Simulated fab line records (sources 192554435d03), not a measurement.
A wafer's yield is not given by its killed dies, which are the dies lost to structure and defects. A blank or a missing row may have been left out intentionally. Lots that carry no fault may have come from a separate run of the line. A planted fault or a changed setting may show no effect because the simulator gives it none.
Which tool is to blame? -- flow n5Finfet -- 36 wafers from 12 lots sampled at 4 of the route's 1938 steps

== WHAT EACH GAUGE READ, for each wafer ==
Not one reading of a measure or inspect step in the record can be checked against a usual standard deviation.

== TOOL THAT RAN EACH LOT (tool first, then ch and the chambers of the sampled wafers, then the start) ==
lot,N5_BEOL_M5_DEGAS_44,N5_BEOL_M5_ANNEAL_84,N5_BEOL_M5_ANNEAL_89,N5_BEOL_M5_CO_CAP_78
L456,"pvdSputter-03, day 8 08:10","pvdSputter-03, day 8 11:08","pvdSputter-03, day 8 12:13","cvdCo-02 ch 0,1,2, day 8 14:06"
L461,"pvdSputter-01, day 9 18:52","pvdSputter-01, day 9 21:46","pvdSputter-01, day 9 22:51","cvdCo-02 ch 0,2, day 10 00:44"
L462,"pvdSputter-02, day 9 18:59","pvdSputter-02, day 9 21:55","pvdSputter-02, day 9 23:00","cvdCo-01 ch 1,2, day 10 00:57"
L460,"pvdSputter-02, day 9 19:04","pvdSputter-03, day 9 23:14","pvdSputter-03, day 10 00:19","cvdCo-02 ch 0,1,2, day 10 02:21"
L464,"pvdSputter-02, day 10 00:23","pvdSputter-02, day 10 03:24","pvdSputter-02, day 10 04:29","cvdCo-01 ch 1,2, day 10 06:22"
L466,"pvdSputter-01, day 10 15:07","pvdSputter-02, day 10 19:19","pvdSputter-02, day 10 20:23","cvdCo-02 ch 0,2, day 10 22:16"
L469,"pvdSputter-01, day 11 12:49","pvdSputter-02, day 11 15:39","pvdSputter-02, day 11 16:44","cvdCo-02 ch 0,1,2, day 11 18:39"
L468,"pvdSputter-02, day 11 21:23","pvdSputter-03, day 12 00:20","pvdSputter-03, day 12 01:25","cvdCo-01 ch 0,1, day 12 03:24"
L473,"pvdSputter-03, day 12 03:02","pvdSputter-03, day 12 06:02","pvdSputter-03, day 12 07:08","cvdCo-02 ch 1,2, day 12 09:01"
L472,"pvdSputter-02, day 12 07:40","pvdSputter-02, day 12 10:42","pvdSputter-02, day 12 11:47","cvdCo-02 ch 0,1,2, day 12 13:59"
L478,"pvdSputter-03, day 14 04:08","pvdSputter-01, day 14 07:01","pvdSputter-01, day 14 08:06","cvdCo-01 ch 0,2, day 14 09:59"
L479,"pvdSputter-02, day 14 08:40","pvdSputter-01, day 14 11:37","pvdSputter-01, day 14 12:43","cvdCo-01 ch 0,1, day 14 14:35"
- N5_BEOL_M5_DEGAS_44: time 60 s.
- N5_BEOL_M5_ANNEAL_84: time 1800 s.
- N5_BEOL_M5_ANNEAL_89: time 1800 s.
- N5_BEOL_M5_CO_CAP_78: material Co, precursor CCTBA/H2, target thk 2 nm, time 102.1 s.

== AS READ BY THE TOOLS THEMSELVES (means over the sampled wafers that have a number; for cases with no such wafer, the mark the record gives instead) ==
N5_BEOL_M5_DEGAS_44. Usual: heaterPowerW at 350 W, with a standard deviation of 22.
lot,tool,heaterPowerW (W),flag
L456,pvdSputter-03,353,
L461,pvdSputter-01,341,
L462,pvdSputter-02,351,
L460,pvdSputter-02,353,
L464,pvdSputter-02,368,
L466,pvdSputter-01,323,
L469,pvdSputter-01,342,
L468,pvdSputter-02,353,
L473,pvdSputter-03,350,
L472,pvdSputter-02,351,
L478,pvdSputter-03,335,
L479,pvdSputter-02,345,

N5_BEOL_M5_ANNEAL_84. Usual: heaterPowerW at 871 W, with a standard deviation of 57.
lot,tool,heaterPowerW (W),flag
L456,pvdSputter-03,896,
L461,pvdSputter-01,826,
L462,pvdSputter-02,882,
L460,pvdSputter-03,834,
L464,pvdSputter-02,877,
L466,pvdSputter-02,900,
L469,pvdSputter-02,860,
L468,pvdSputter-03,841,
L473,pvdSputter-03,933,
L472,pvdSputter-02,871,
L478,pvdSputter-01,822,
L479,pvdSputter-01,822,

N5_BEOL_M5_ANNEAL_89. Usual: heaterPowerW at 869 W, with a standard deviation of 58.
lot,tool,heaterPowerW (W),flag
L456,pvdSputter-03,907,
L461,pvdSputter-01,832,
L462,pvdSputter-02,860,
L460,pvdSputter-03,849,
L464,pvdSputter-02,888,
L466,pvdSputter-02,903,
L469,pvdSputter-02,868,
L468,pvdSputter-03,833,
L473,pvdSputter-03,942,
L472,pvdSputter-02,865,
L478,pvdSputter-01,829,
L479,pvdSputter-01,823,

N5_BEOL_M5_CO_CAP_78. Usual: heaterPowerW 233 W, standard deviation 27; runLengthS 125.0 s, standard deviation 0.48.
lot,tool,heaterPowerW (W),runLengthS (s),flag
L456,cvdCo-02,230,124.8,
L461,cvdCo-02,222,124.9,
L462,cvdCo-01,254,125.4,
L460,cvdCo-02,230,124.7,
L464,cvdCo-01,254,125.3,
L466,cvdCo-02,241,124.6,
L469,cvdCo-02,233,116.4,OFF
L468,cvdCo-01,219,125.0,
L473,cvdCo-02,253,116.2,OFF
L472,cvdCo-02,229,116.7,OFF
L478,cvdCo-01,235,125.3,
L479,cvdCo-01,216,125.2,

== THE ANSWER, worked out from the rows above alone ==
Rule: a lot is off if the mean of its wafers that have a number lies more than 3 standard deviations from the usual mean. Also off: a lot with no number at a reading for which 4 or more lots have one. Any other lot the step has rows for is counted as sound. After the gauges, taken in route order, come the tools' own readings; for these a lot's mean is taken, as printed above. The first step at which some lot is off is used, and at that step the reading that is off furthest; a lot without a number counts as furthest.
Off at N5_BEOL_M5_CO_CAP_78 (runLengthS): L469, L473, L472.
A tool fits if, at that step or a process step before it, it ran every lot that is off, and no sound lot after the first of them. One fits: cvdCo-02 at N5_BEOL_M5_CO_CAP_78. Its last sound lot is L466 (day 10 22:16), its first lot that is off L469 (day 11 18:39): a fault that began between those two fits.
On the lots that are off, the tool's own readings at N5_BEOL_M5_CO_CAP_78 differ by more than 5 times the standard deviation of the sound lots' means, which bears it out; runLengthS reads 116.4 s there versus 125.0 s on the sound lots.

== WHAT THE SIMULATOR HAD PUT IN ==
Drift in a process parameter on cvdCo-02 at N5_BEOL_M5_CO_CAP_78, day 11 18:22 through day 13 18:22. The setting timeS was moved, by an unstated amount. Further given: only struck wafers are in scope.
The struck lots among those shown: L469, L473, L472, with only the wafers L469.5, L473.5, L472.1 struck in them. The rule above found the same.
